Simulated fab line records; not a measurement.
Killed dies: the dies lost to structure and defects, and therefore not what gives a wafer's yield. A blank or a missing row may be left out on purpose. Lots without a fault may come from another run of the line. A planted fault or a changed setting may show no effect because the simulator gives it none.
fab line records | flow n5_finfet | part 2 of 2: steps 5 to 6 of 6
record lots=24 | wafers=72 | last_day=18
route steps=1938 shown BEOL_M11@1538 BEOL_M12@1641
lots that met no fault: from a run of the same line without faults
start_h: the number of hours between the record's first day and the start of the first shown wafer of the lot | wait_h: hours from the lot's prior step to this one | " repeats the value in the row above | L1.1+2: a single row standing in for several wafers | - no value, or no start given | * or withheld: withheld | < > ~ a bound
route shown NAME@n: names a module that has steps shown in the file, with the first one's number in the route | usual: mean and standard deviation over wafers with no fault | same: alike in all rows | chamber/n: place in a boat | sites: each site's reading | _std_site: the standard deviation of these | _edge_site: outer sites' mean less inner sites' | radius_mm: how far each site lies from the wafer's centre | mask NAME#n: copy n | behind: the last tool/chamber to shape the wafer | hold: the reason the lot was held/the length of the hold in hours/how it ended | device: the n, p or np transistor that did not switch | end of line: the same wafers' tests at the end of the route | a step given without rows: its recipe and nothing more | killed: the dies lost at the first sort to structure and to defects; this is not the yield of the wafer | map: a wafer's dies, marking killed ones x, the rest . and places with no die _
set.NAME: the setting that was run; set.NAME@STEP: the one run at that earlier step | model.NAME: the simulator's own value behind a step, which no gauge read
the route's steps for a sample of lots (tables are steps, rows are wafers)
services: a tool's chamber out of use, with start hour (start_h, from the record's first day; less than 0 if before it), hours out, and reason
## steps
# step N5_BEOL_M11_ETCH_66
# recipe chemistry=N2/H2 | target=SOC | target_depth_a=1200 | overetch_a=240 | mask_material=SiARC | temp_c=40 | time_s=180 | ion_energy_ev=200 | pressure_mtorr=30 | source_w=840 | bias_w=150 | n2_flow_sccm=200 | h2_flow_sccm=200
# usual drypump_motor_current_A=5.7/0.5 | h2_flow_sccm=200.1/0.59 | oes_product_au=0.64/0.065 | rf_vpp_V=523.7/2.3 | showerhead_plenum_p_Torr=2.53/0.086 | throttle_valve_pct=17.86/0.29
lot.wafer | tool        | chamber | start_h | wait_h | drypump_motor_current_A | h2_flow_sccm | oes_product_au | rf_hours_counter_h | rf_vpp_V | showerhead_plenum_p_Torr | throttle_valve_pct
L074.1    | rie_diel-02 | 0       | 245.90  | 0.0    | 6.0                     | 200.0        | 0.60           | 193                | 523.8    | 2.50                     | 18.11
L074.3    | "           | 2       | "       | "      | 5.8                     | 200.2        | 0.54           | 246                | 521.6    | 2.52                     | 17.72
L074.5    | "           | 0       | "       | "      | 6.0                     | 200.5        | 0.59           | -                  | 523.9    | 2.50                     | 18.10
L075.3    | rie_diel-04 | 1       | 249.99  | 0.0    | 6.5                     | 200.5        | 0.64           | 127                | 523.1    | 2.55                     | 17.51
L075.4    | "           | 0       | "       | "      | 5.6                     | 199.5        | 0.74           | 12                 | 522.2    | 2.50                     | 17.97
L075.6    | "           | 2       | "       | "      | 6.1                     | 201.2        | 0.55           | -                  | 525.7    | 2.64                     | 18.47
L076.1    | rie_diel-06 | 0       | 259.49  | 0.0    | 5.4                     | 200.6        | 0.66           | 86                 | 522.4    | 2.47                     | 18.08
L076.3    | "           | 2       | "       | "      | 4.8                     | 200.6        | 0.72           | 25                 | 526.0    | 2.60                     | 17.53
L076.6    | "           | 2       | "       | "      | 4.8                     | 199.2        | 0.72           | -                  | 525.8    | 2.60                     | 17.53
L077.1    | rie_diel-02 | 2       | 260.41  | 0.0    | 5.8                     | 198.9        | 0.53           | 249                | 522.7    | 2.52                     | 17.74
L077.3    | "           | 0       | "       | "      | 6.0                     | 200.5        | 0.59           | 198                | 523.4    | 2.50                     | 18.11
L077.5    | "           | 0       | "       | "      | 6.0                     | 200.4        | 0.59           | -                  | 522.6    | 2.50                     | 18.11
L079.3    | rie_diel-04 | 0       | 271.75  | 0.0    | 5.6                     | 199.3        | 0.73           | 17                 | 523.2    | 2.49                     | 17.97
L079.4    | "           | 1       | "       | "      | 6.6                     | 200.1        | 0.61           | 135                | 523.9    | 2.55                     | 17.54
L079.6    | "           | 3       | "       | "      | 5.3                     | 200.6        | 0.56           | -                  | 523.9    | 2.64                     | 17.94
L078.2    | rie_diel-02 | 3       | 272.05  | 0.0    | 5.0                     | 200.4        | 0.60           | 155                | 523.1    | 2.42                     | 18.18
L078.4    | "           | 0       | "       | "      | 5.9                     | 200.3        | 0.59           | -                  | 521.9    | 2.50                     | 18.11
L078.5    | "           | 1       | "       | "      | 5.9                     | 199.0        | 0.65           | -                  | 523.0    | 2.45                     | 17.49
L080.1    | rie_diel-06 | 1       | 272.09  | 0.0    | 5.2                     | 199.4        | 0.75           | 12                 | 529.7    | 2.73                     | 17.64
L080.2    | "           | 3       | "       | "      | 5.3                     | 200.1        | 0.57           | 202                | 518.8    | 2.42                     | 18.29
L080.6    | "           | 1       | "       | "      | 5.2                     | 200.9        | 0.75           | -                  | 528.9    | 2.73                     | 17.64
L081.2    | rie_diel-02 | 2       | 288.38  | 0.0    | 5.8                     | 200.6        | 0.77           | 3                  | 523.8    | 2.52                     | 17.44
L081.4    | "           | 1       | "       | "      | 5.9                     | 199.8        | 0.64           | 103                | 522.2    | 2.45                     | 17.52
L081.5    | "           | 3       | "       | "      | 5.1                     | 199.6        | 0.61           | -                  | 521.7    | 2.42                     | 18.19
L082.2    | rie_diel-02 | 2       | 292.79  | 0.0    | 5.7                     | 199.7        | 0.77           | 4                  | 523.8    | 2.52                     | 17.44
L082.4    | "           | 3       | "       | "      | 5.1                     | 200.4        | 0.60           | 163                | 519.0    | 2.42                     | 18.19
L082.6    | "           | 1       | "       | "      | 5.9                     | 199.8        | 0.65           | -                  | 522.6    | 2.45                     | 17.50
L083.2    | rie_diel-06 | 1       | 301.08  | 0.0    | 5.1                     | 200.5        | 0.72           | 22                 | 528.4    | 2.72                     | 17.66
L083.4    | "           | 2       | "       | "      | 4.8                     | 201.1        | 0.71           | 38                 | 525.5    | 2.59                     | 17.55
L083.5    | "           | 1       | "       | "      | 5.1                     | 199.9        | 0.72           | -                  | 528.5    | 2.72                     | 17.66
L084.1    | rie_diel-04 | 1       | 301.17  | 0.0    | 6.5                     | 199.3        | 0.62           | 148                | 523.4    | 2.54                     | 17.53
L084.3    | "           | 3       | "       | "      | 5.3                     | 199.3        | 0.56           | 239                | 526.7    | 2.64                     | 17.95
L084.4    | "           | 3       | "       | "      | 5.3                     | 201.2        | 0.56           | -                  | 525.3    | 2.64                     | 17.94
L085.3    | rie_diel-02 | 3       | 319.24  | 0.0    | 5.0                     | 199.7        | 0.60           | 172                | 521.6    | 2.42                     | 18.19
L085.5    | "           | 1       | "       | "      | 5.9                     | 200.5        | 0.63           | -                  | 521.6    | 2.44                     | 17.52
L085.6    | "           | 0       | "       | "      | 6.0                     | 199.9        | 0.58           | -                  | 524.5    | 2.49                     | 18.16
L087.2    | rie_diel-02 | 1       | 324.35  | 0.0    | 5.9                     | 200.3        | 0.63           | 115                | 520.4    | 2.44                     | 17.51
L087.4    | "           | 2       | "       | "      | 5.8                     | 199.7        | 0.74           | 14                 | 522.4    | 2.51                     | 17.46
L087.6    | "           | 3       | "       | "      | 5.1                     | 199.1        | 0.60           | -                  | 520.8    | 2.41                     | 18.20
L088.2    | rie_diel-04 | 1       | 324.76  | 0.0    | 6.5                     | 200.1        | 0.60           | 154                | 523.4    | 2.54                     | 17.54
L088.3    | "           | 0       | "       | "      | 5.6                     | 200.6        | 0.70           | 37                 | 522.2    | 2.49                     | 17.99
L088.5    | "           | 1       | "       | "      | 6.5                     | 199.5        | 0.60           | -                  | 524.6    | 2.54                     | 17.55
L086.1    | rie_diel-02 | 2       | 324.82  | 0.0    | 5.8                     | 200.0        | 0.74           | 14                 | 522.1    | 2.51                     | 17.46
L086.2    | "           | 0       | "       | "      | 5.9                     | 200.3        | 0.58           | 222                | 523.9    | 2.49                     | 18.15
L086.5    | "           | 1       | "       | "      | 5.9                     | 200.1        | 0.64           | -                  | 522.8    | 2.44                     | 17.52
L089.2    | rie_diel-04 | 2       | 325.74  | 0.0    | 6.1                     | 199.6        | 0.76           | 6                  | 526.9    | 2.63                     | 17.97
L089.4    | "           | 0       | "       | "      | 5.6                     | 200.7        | 0.70           | 38                 | 521.8    | 2.48                     | 17.99
L089.6    | "           | 2       | "       | "      | 6.1                     | 199.7        | 0.75           | -                  | 524.6    | 2.63                     | 17.98
L091.2    | rie_diel-04 | 2       | 335.47  | 0.0    | 6.2                     | 200.9        | 0.75           | 9                  | 527.3    | 2.63                     | 17.97
L091.4    | "           | 1       | "       | "      | 6.5                     | 199.9        | 0.60           | 157                | 522.9    | 2.54                     | 17.56
L091.6    | "           | 2       | "       | "      | 6.2                     | 200.8        | 0.75           | -                  | 526.2    | 2.63                     | 17.98
L090.1    | rie_diel-02 | 1       | 339.08  | 0.0    | 5.9                     | 199.8        | 0.63           | 119                | 522.5    | 2.44                     | 17.52
L090.5    | "           | 0       | "       | "      | 5.9                     | 200.4        | 0.58           | -                  | 521.6    | 2.49                     | 18.15
L090.6    | "           | 1       | "       | "      | 5.9                     | 200.0        | 0.63           | -                  | 521.4    | 2.44                     | 17.54
L092.2    | rie_diel-06 | 1       | 348.13  | 0.0    | 5.1                     | 201.4        | 0.71           | 39                 | 529.0    | 2.71                     | 17.69
L092.5    | "           | 1       | "       | "      | 5.1                     | 200.5        | 0.71           | -                  | 529.0    | 2.71                     | 17.68
L092.6    | "           | 0       | "       | "      | 5.3                     | 199.9        | 0.63           | -                  | 521.5    | 2.46                     | 18.13
L093.3    | rie_diel-06 | 0       | 353.55  | 0.0    | 5.4                     | 200.0        | 0.63           | 117                | 521.9    | 2.46                     | 18.15
L093.4    | "           | 0       | "       | "      | 5.3                     | 199.7        | 0.63           | -                  | 521.1    | 2.46                     | 18.13
L093.5    | "           | 2       | "       | "      | 4.8                     | 200.1        | 0.68           | -                  | 525.0    | 2.59                     | 17.58
L094.4    | rie_diel-04 | 1       | 360.98  | 0.1    | 6.5                     | 199.8        | 0.59           | -                  | 523.6    | 2.53                     | 17.57
L094.5    | "           | 2       | "       | "      | 6.1                     | 200.0        | 0.74           | -                  | 524.9    | 2.62                     | 18.00
L094.6    | "           | 0       | "       | "      | 5.6                     | 200.9        | 0.69           | -                  | 522.5    | 2.48                     | 18.02
L095.1    | rie_diel-06 | 1       | 371.07  | 0.0    | 5.2                     | 201.1        | 0.69           | 47                 | 528.1    | 2.71                     | 17.69
L095.5    | "           | 1       | "       | "      | 5.1                     | 201.2        | 0.70           | -                  | 529.0    | 2.71                     | 17.68
L095.6    | "           | 2       | "       | "      | 4.8                     | 200.3        | 0.67           | -                  | 525.0    | 2.58                     | 17.61
L097.1    | rie_diel-04 | 2       | 389.48  | 0.0    | 6.1                     | 200.1        | 0.71           | 30                 | 524.8    | 2.62                     | 18.02
L097.4    | "           | 2       | "       | "      | 6.2                     | 199.8        | 0.71           | -                  | 524.9    | 2.62                     | 18.03
L097.5    | "           | 3       | "       | "      | 5.3                     | 199.6        | 0.75           | -                  | 523.6    | 2.63                     | 17.56
L096.1    | rie_diel-04 | 0       | 392.62  | 0.0    | 5.6                     | 200.1        | 0.68           | 60                 | 523.8    | 2.48                     | 18.02
L096.2    | "           | 2       | "       | "      | 6.1                     | 201.0        | 0.71           | 31                 | 525.2    | 2.62                     | 18.01
L096.3    | "           | 3       | "       | "      | 5.3                     | 199.7        | 0.74           | 9                  | 527.0    | 2.63                     | 17.56
# step N5_BEOL_M12_OCD_MEAS_35
# usual trench_depth_nm=322/5.2
lot.wafer | tool   | chamber | start_h | wait_h | trench_depth_nm
L074.1    | ocd-02 | -       | 250.71  | 0.0    | 320
L074.3    | "      | -       | "       | "      | 321
L074.5    | "      | -       | "       | "      | 328
L075.3    | ocd-02 | -       | 255.38  | 0.0    | 319
L075.4    | "      | -       | "       | "      | 319
L075.6    | "      | -       | "       | "      | 321
L076.1    | ocd-01 | -       | 265.37  | 0.0    | 329
L076.3    | "      | -       | "       | "      | 323
L076.6    | "      | -       | "       | "      | 325
L077.1    | ocd-01 | -       | 268.40  | 0.0    | 326
L077.3    | "      | -       | "       | "      | 318
L077.5    | "      | -       | "       | "      | 315
L079.3    | ocd-01 | -       | 277.01  | 0.0    | 327
L079.4    | "      | -       | "       | "      | 328
L079.6    | "      | -       | "       | "      | 326
L078.2    | ocd-01 | -       | 277.57  | 0.0    | 318
L078.4    | "      | -       | "       | "      | 321
L078.5    | "      | -       | "       | "      | 325
L080.1    | ocd-02 | -       | 277.79  | 0.0    | 327
L080.2    | "      | -       | "       | "      | 323
L080.6    | "      | -       | "       | "      | 323
L081.2    | ocd-01 | -       | 295.32  | 0.0    | 327
L081.4    | "      | -       | "       | "      | 326
L081.5    | "      | -       | "       | "      | 328
L082.2    | ocd-01 | -       | 298.23  | 0.0    | 325
L082.4    | "      | -       | "       | "      | 320
L082.6    | "      | -       | "       | "      | 325
L083.2    | ocd-01 | -       | 307.14  | 0.0    | 315
L083.4    | "      | -       | "       | "      | 316
L083.5    | "      | -       | "       | "      | 310
L084.1    | ocd-02 | -       | 307.39  | 0.0    | 320
L084.3    | "      | -       | "       | "      | 319
L084.4    | "      | -       | "       | "      | 323
L085.3    | ocd-01 | -       | 324.82  | 0.0    | 318
L085.5    | "      | -       | "       | "      | 321
L085.6    | "      | -       | "       | "      | 316
L087.2    | ocd-02 | -       | 329.47  | 0.0    | 319
L087.4    | "      | -       | "       | "      | 325
L087.6    | "      | -       | "       | "      | 323
L088.2    | ocd-01 | -       | 329.95  | 0.0    | 320
L088.3    | "      | -       | "       | "      | 318
L088.5    | "      | -       | "       | "      | 322
L086.1    | ocd-02 | -       | 330.45  | 0.0    | 333
L086.2    | "      | -       | "       | "      | 321
L086.5    | "      | -       | "       | "      | 320
L089.2    | ocd-02 | -       | 331.30  | 0.0    | 326
L089.4    | "      | -       | "       | "      | 319
L089.6    | "      | -       | "       | "      | 326
L091.2    | ocd-02 | -       | 341.29  | 0.0    | 321
L091.4    | "      | -       | "       | "      | 325
L091.6    | "      | -       | "       | "      | 322
L090.1    | ocd-02 | -       | 344.65  | 0.0    | 320
L090.5    | "      | -       | "       | "      | 323
L090.6    | "      | -       | "       | "      | 318
L092.2    | ocd-01 | -       | 358.31  | 0.0    | 319
L092.5    | "      | -       | "       | "      | 323
L092.6    | "      | -       | "       | "      | 324
L093.3    | ocd-01 | -       | 360.08  | 0.0    | 321
L093.4    | "      | -       | "       | "      | 327
L093.5    | "      | -       | "       | "      | 321
L094.4    | ocd-01 | -       | 367.02  | 0.0    | 329
L094.5    | "      | -       | "       | "      | 327
L094.6    | "      | -       | "       | "      | 323
L095.1    | ocd-01 | -       | 376.56  | 0.0    | 320
L095.5    | "      | -       | "       | "      | 315
L095.6    | "      | -       | "       | "      | 324
L097.1    | ocd-01 | -       | 394.31  | 0.0    | 326
L097.4    | "      | -       | "       | "      | 325
L097.5    | "      | -       | "       | "      | 326
L096.1    | ocd-01 | -       | 399.68  | 0.0    | 307
L096.2    | "      | -       | "       | "      | 319
L096.3    | "      | -       | "       | "      | 317
## services
tool        | chamber | start_h | hours | kind
rie_diel-02 | 3       | 243.66  | 9.1   | repair
rie_diel-02 | 2       | 249.10  | 3.6   | repair
rie_diel-02 | 2       | 265.88  | -     | clean
rie_diel-02 | 2       | 265.88  | -     | consumable_replace:focus_ring
rie_diel-02 | 2       | 265.88  | 14.2  | scheduled_down
rie_diel-02 | 2       | 265.88  | 14.2  | vent_cycle
rie_diel-06 | -       | 266.11  | 2.8   | pm
rie_diel-04 | 0       | 266.58  | 4.5   | repair
rie_diel-04 | 2       | 276.19  | -     | clean
rie_diel-04 | 2       | 276.19  | -     | consumable_replace:focus_ring
rie_diel-04 | 2       | 276.19  | 25.5  | scheduled_down
rie_diel-04 | 2       | 276.19  | 25.5  | vent_cycle
rie_diel-06 | 3       | 330.98  | 3.6   | repair
rie_diel-04 | 3       | 338.27  | -     | clean
rie_diel-04 | 3       | 338.27  | -     | consumable_replace:focus_ring
rie_diel-04 | 3       | 338.27  | 27.4  | scheduled_down
rie_diel-04 | 3       | 338.27  | 27.4  | vent_cycle
rie_diel-06 | 3       | 344.09  | 19.8  | repair
rie_diel-06 | 0       | 359.62  | 9.0   | repair
rie_diel-06 | 1       | 372.98  | 32.4  | repair
rie_diel-06 | 0       | 375.92  | 6.5   | repair
